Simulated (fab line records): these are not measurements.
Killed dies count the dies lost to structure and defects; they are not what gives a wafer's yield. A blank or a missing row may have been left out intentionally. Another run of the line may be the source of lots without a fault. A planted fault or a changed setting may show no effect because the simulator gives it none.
Matching of chambers | flow n5Finfet | N5_SD_EPI_N_ETCH_45 on rieDiel-05: 4 sister chambers
The step etches SiOCN in CH3F/O2, target depth 6 nm. 4 wafers are shown with their chamber, then 7 later ones without.

## EACH WAFER AND ITS CHAMBER
wafer  | chamber | showerheadPlenumPTorr (Torr)
L076.5 | 2       | 2.09
L086.6 | 1       | 2.00
L090.1 | 0       | 1.90
L090.3 | 3       | 1.91

## WAFERS WITH NO CHAMBER GIVEN
wafer  | showerheadPlenumPTorr (Torr)
L090.5 | 1.99
L095.2 | 1.99
L095.4 | 2.07
L095.5 | 1.99
L096.2 | 1.99
L096.3 | 1.90
L096.4 | 2.07

## THE CHAMBER EACH PASSED THROUGH
wafer  | from the rows above     | in truth
L090.5 | 1                       | 1
L095.2 | 1                       | 1
L095.4 | 2                       | 2
L095.5 | 1                       | 1
L096.2 | 1                       | 1
L096.3 | can't be placed: 0 or 3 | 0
L096.4 | 2                       | 2
Placed correctly: 6 of 7. Can't be placed from these rows: 1 (the true chamber is among the candidates in 1). Number placed wrongly: 0.
How it was worked out, from the rows above alone: a wafer's distance from a chamber is the root of the sum, over the readings, of the square of ((its reading less the chamber's mean) divided by the reading's scatter). If the next closest chamber is less than 2 further off than the closest, the wafer can't be placed; otherwise it belongs to the closest. For every chamber, the mean is computed from those of its wafers that are shown. The scatter: root of mean squared gap, hidden wafer to nearest shown wafer, with one shown wafer a chamber.
